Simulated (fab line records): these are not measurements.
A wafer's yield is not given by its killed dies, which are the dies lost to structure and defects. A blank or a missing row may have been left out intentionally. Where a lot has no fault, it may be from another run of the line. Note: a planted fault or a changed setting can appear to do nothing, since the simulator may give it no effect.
Lot-split experiment || flow n5-finfet || route with 1938 steps; 7 lots, 39 wafers read

== THE SPLIT ==
At N5_DUMMY_GATE_PECVD_30 (deposits SiO2 from TEOS/O2, target thk 55 nm, time 10.8 s), the setting time-s was moved away from the recipe's 10.8 s on 18 of the 39 wafers read, by -25.9% to +55.1%. The other wafers ran this setting at the recipe's value.

The split's own step is where the reading is taken.

== THE READING ==
SiO2_of_DUMMY_GATE_PECVD_30.thk-nm (the simulator's own value, which no gauge read), in nm, at N5_DUMMY_GATE_PECVD_30 (deposits SiO2 from TEOS/O2, target thk 55 nm, time 10.8 s). No usual value for it is given in the file. Average 55.1 nm, standard deviation 0.82 nm, over the 21 wafers here run with the recipe.

{"wafer": "L074.1", "tool, chamber at the split": "pecvd-01, 1", "time-s as run, s": 10.8, "against the recipe": "recipe", "SiO2_of_DUMMY_GATE_PECVD_30.thk-nm, nm": 54.4, "against lot-mates on the recipe": "-"}
{"wafer": "L074.2", "tool, chamber at the split": "pecvd-01, 0", "time-s as run, s": 8.002, "against the recipe": "-25.9%", "SiO2_of_DUMMY_GATE_PECVD_30.thk-nm, nm": 41.4, "against lot-mates on the recipe": -13.5}
{"wafer": "L074.3", "tool, chamber at the split": "pecvd-01, 0,1", "time-s as run, s": 8.002, "against the recipe": "-25.9%", "SiO2_of_DUMMY_GATE_PECVD_30.thk-nm, nm": 41.6, "against lot-mates on the recipe": -13.3}
{"wafer": "L074.6", "tool, chamber at the split": "pecvd-01, 0,1", "time-s as run, s": 8.002, "against the recipe": "-25.9%", "SiO2_of_DUMMY_GATE_PECVD_30.thk-nm, nm": 41.6, "against lot-mates on the recipe": -13.3}
{"wafer": "L074.4", "tool, chamber at the split": "pecvd-01, 1", "time-s as run, s": 10.8, "against the recipe": "recipe", "SiO2_of_DUMMY_GATE_PECVD_30.thk-nm, nm": 54.6, "against lot-mates on the recipe": "-"}
{"wafer": "L074.5", "tool, chamber at the split": "pecvd-01, 0", "time-s as run, s": 10.8, "against the recipe": "recipe", "SiO2_of_DUMMY_GATE_PECVD_30.thk-nm, nm": 55.6, "against lot-mates on the recipe": "-"}
{"wafer": "L082.1", "tool, chamber at the split": "pecvd-02, 1", "time-s as run, s": 10.8, "against the recipe": "recipe", "SiO2_of_DUMMY_GATE_PECVD_30.thk-nm, nm": 55.2, "against lot-mates on the recipe": "-"}
{"wafer": "L082.2", "tool, chamber at the split": "pecvd-02, 0", "time-s as run, s": 10.8, "against the recipe": "recipe", "SiO2_of_DUMMY_GATE_PECVD_30.thk-nm, nm": 54.4, "against lot-mates on the recipe": "-"}
{"wafer": "L082.4", "tool, chamber at the split": "pecvd-02, 1", "time-s as run, s": 10.8, "against the recipe": "recipe", "SiO2_of_DUMMY_GATE_PECVD_30.thk-nm, nm": 56.8, "against lot-mates on the recipe": "-"}
{"wafer": "L085.1", "tool, chamber at the split": "pecvd-03, 1", "time-s as run, s": 12.68, "against the recipe": "+17.4%", "SiO2_of_DUMMY_GATE_PECVD_30.thk-nm, nm": 62.6, "against lot-mates on the recipe": "+7.2"}
{"wafer": "L085.2", "tool, chamber at the split": "pecvd-03, 2", "time-s as run, s": 12.68, "against the recipe": "+17.4%", "SiO2_of_DUMMY_GATE_PECVD_30.thk-nm, nm": 64.4, "against lot-mates on the recipe": "+9.0"}
{"wafer": "L085.3", "tool, chamber at the split": "pecvd-03, 2", "time-s as run, s": 10.8, "against the recipe": "recipe", "SiO2_of_DUMMY_GATE_PECVD_30.thk-nm, nm": 55.2, "against lot-mates on the recipe": "-"}
{"wafer": "L085.4", "tool, chamber at the split": "pecvd-03, 1", "time-s as run, s": 10.8, "against the recipe": "recipe", "SiO2_of_DUMMY_GATE_PECVD_30.thk-nm, nm": 55, "against lot-mates on the recipe": "-"}
{"wafer": "L085.5", "tool, chamber at the split": "pecvd-03, 1", "time-s as run, s": 12.68, "against the recipe": "+17.4%", "SiO2_of_DUMMY_GATE_PECVD_30.thk-nm, nm": 64, "against lot-mates on the recipe": "+8.6"}
{"wafer": "L085.6", "tool, chamber at the split": "pecvd-03, 2", "time-s as run, s": 10.8, "against the recipe": "recipe", "SiO2_of_DUMMY_GATE_PECVD_30.thk-nm, nm": 56, "against lot-mates on the recipe": "-"}
{"wafer": "L086.1", "tool, chamber at the split": "pecvd-03, 2,1", "time-s as run, s": 14.43, "against the recipe": "+33.6%", "SiO2_of_DUMMY_GATE_PECVD_30.thk-nm, nm": 73.2, "against lot-mates on the recipe": "+17.7"}
{"wafer": "L086.6", "tool, chamber at the split": "pecvd-03, 2,1", "time-s as run, s": 14.43, "against the recipe": "+33.6%", "SiO2_of_DUMMY_GATE_PECVD_30.thk-nm, nm": 73.2, "against lot-mates on the recipe": "+17.7"}
{"wafer": "L086.2", "tool, chamber at the split": "pecvd-03, 1", "time-s as run, s": 10.8, "against the recipe": "recipe", "SiO2_of_DUMMY_GATE_PECVD_30.thk-nm, nm": 54.2, "against lot-mates on the recipe": "-"}
{"wafer": "L086.3", "tool, chamber at the split": "pecvd-03, 1", "time-s as run, s": 10.8, "against the recipe": "recipe", "SiO2_of_DUMMY_GATE_PECVD_30.thk-nm, nm": 55.6, "against lot-mates on the recipe": "-"}
{"wafer": "L086.4", "tool, chamber at the split": "pecvd-03, 2", "time-s as run, s": 14.43, "against the recipe": "+33.6%", "SiO2_of_DUMMY_GATE_PECVD_30.thk-nm, nm": 74.4, "against lot-mates on the recipe": "+18.9"}
{"wafer": "L086.5", "tool, chamber at the split": "pecvd-03, 2", "time-s as run, s": 10.8, "against the recipe": "recipe", "SiO2_of_DUMMY_GATE_PECVD_30.thk-nm, nm": 56.6, "against lot-mates on the recipe": "-"}
{"wafer": "L087.1", "tool, chamber at the split": "pecvd-01, 2", "time-s as run, s": 10.8, "against the recipe": "recipe", "SiO2_of_DUMMY_GATE_PECVD_30.thk-nm, nm": 54.6, "against lot-mates on the recipe": "-"}
{"wafer": "L087.2", "tool, chamber at the split": "pecvd-01, 1", "time-s as run, s": 10.8, "against the recipe": "recipe", "SiO2_of_DUMMY_GATE_PECVD_30.thk-nm, nm": 54.2, "against lot-mates on the recipe": "-"}
{"wafer": "L087.3", "tool, chamber at the split": "pecvd-01, 0", "time-s as run, s": 8.148, "against the recipe": "-24.6%", "SiO2_of_DUMMY_GATE_PECVD_30.thk-nm, nm": 42, "against lot-mates on the recipe": -12.7}
{"wafer": "L087.4", "tool, chamber at the split": "pecvd-01, 0", "time-s as run, s": 8.148, "against the recipe": "-24.6%", "SiO2_of_DUMMY_GATE_PECVD_30.thk-nm, nm": 42.4, "against lot-mates on the recipe": -12.3}
{"wafer": "L087.5", "tool, chamber at the split": "pecvd-01, 2", "time-s as run, s": 8.148, "against the recipe": "-24.6%", "SiO2_of_DUMMY_GATE_PECVD_30.thk-nm, nm": 42.2, "against lot-mates on the recipe": -12.5}
{"wafer": "L087.6", "tool, chamber at the split": "pecvd-01, 1", "time-s as run, s": 10.8, "against the recipe": "recipe", "SiO2_of_DUMMY_GATE_PECVD_30.thk-nm, nm": 55.2, "against lot-mates on the recipe": "-"}
{"wafer": "L093.1", "tool, chamber at the split": "pecvd-03, 0", "time-s as run, s": 16.75, "against the recipe": "+55.1%", "SiO2_of_DUMMY_GATE_PECVD_30.thk-nm, nm": 82.4, "against lot-mates on the recipe": "+27.0"}
{"wafer": "L093.2", "tool, chamber at the split": "pecvd-03, 2", "time-s as run, s": 10.8, "against the recipe": "recipe", "SiO2_of_DUMMY_GATE_PECVD_30.thk-nm, nm": 55.6, "against lot-mates on the recipe": "-"}
{"wafer": "L093.3", "tool, chamber at the split": "pecvd-03, 1", "time-s as run, s": 10.8, "against the recipe": "recipe", "SiO2_of_DUMMY_GATE_PECVD_30.thk-nm, nm": 54.2, "against lot-mates on the recipe": "-"}
{"wafer": "L093.4", "tool, chamber at the split": "pecvd-03, 1", "time-s as run, s": 16.75, "against the recipe": "+55.1%", "SiO2_of_DUMMY_GATE_PECVD_30.thk-nm, nm": 83.6, "against lot-mates on the recipe": "+28.2"}
{"wafer": "L093.5", "tool, chamber at the split": "pecvd-03, 2", "time-s as run, s": 10.8, "against the recipe": "recipe", "SiO2_of_DUMMY_GATE_PECVD_30.thk-nm, nm": 56.4, "against lot-mates on the recipe": "-"}
{"wafer": "L093.6", "tool, chamber at the split": "pecvd-03, 0", "time-s as run, s": 16.75, "against the recipe": "+55.1%", "SiO2_of_DUMMY_GATE_PECVD_30.thk-nm, nm": 84.4, "against lot-mates on the recipe": "+29.0"}
{"wafer": "L096.1", "tool, chamber at the split": "pecvd-01, 2,1", "time-s as run, s": 10.8, "against the recipe": "recipe", "SiO2_of_DUMMY_GATE_PECVD_30.thk-nm, nm": 54.2, "against lot-mates on the recipe": "-"}
{"wafer": "L096.2", "tool, chamber at the split": "pecvd-01, 2,1", "time-s as run, s": 10.8, "against the recipe": "recipe", "SiO2_of_DUMMY_GATE_PECVD_30.thk-nm, nm": 54.2, "against lot-mates on the recipe": "-"}
{"wafer": "L096.3", "tool, chamber at the split": "pecvd-01, 0", "time-s as run, s": 10.8, "against the recipe": "recipe", "SiO2_of_DUMMY_GATE_PECVD_30.thk-nm, nm": 55, "against lot-mates on the recipe": "-"}
{"wafer": "L096.4", "tool, chamber at the split": "pecvd-01, 1", "time-s as run, s": 8.796, "against the recipe": "-18.6%", "SiO2_of_DUMMY_GATE_PECVD_30.thk-nm, nm": 45.2, "against lot-mates on the recipe": -9.3}
{"wafer": "L096.5", "tool, chamber at the split": "pecvd-01, 0", "time-s as run, s": 8.796, "against the recipe": "-18.6%", "SiO2_of_DUMMY_GATE_PECVD_30.thk-nm, nm": 45.8, "against lot-mates on the recipe": -8.7}
{"wafer": "L096.6", "tool, chamber at the split": "pecvd-01, 2", "time-s as run, s": 8.796, "against the recipe": "-18.6%", "SiO2_of_DUMMY_GATE_PECVD_30.thk-nm, nm": 45, "against lot-mates on the recipe": -9.5}
Rows listing several chambers each stand for several wafers; the file does not say which wafer went through which chamber.

THE FIT
A straight line over all 39 wafers: SiO2_of_DUMMY_GATE_PECVD_30.thk-nm changes by +0.523 nm for each +1% of time-s; r = +1.00; the points scatter about the line by 0.79 nm.
The same after taking each lot's own level away (the mean of its wafers on the recipe; 39 wafers): +0.512 nm for each +1%; r = +1.00; scatter 0.74 nm.
Per that fit: largest time-s move, reading shift of 28 nm.
Measured against the standard deviation above, the lots' own levels, which go from 54.47 to 55.47 nm, span 1.2 times it.
So the lot-to-lot level changes the slope little: the two slopes agree.
Check: with one of the wafers moved furthest among these (+55.1%) left out of the fit, the line predicts +28.5 nm for it against its lot-mates. It came out at +27 nm against them.

== ADDITIONAL SPLITS CARRIED BY THESE WAFERS ==
Before the reading, these wafers also passed through other splits. Each is held against what the fit with the lots' levels taken away leaves over:
{"other split on the same wafers": "N5_PMOS_HMC_CHANNEL_EPI_DESCUM_14 time-s", "wafers away from the commonest value": 15, "r with SiO2_of_DUMMY_GATE_PECVD_30.thk-nm (lot level and that fit taken away)": "+0.12"}

== FILE'S OWN FIT ==
SiO2_of_DUMMY_GATE_PECVD_30.thk-nm changes by +0.513 nm for each +1% of time-s, r = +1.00.
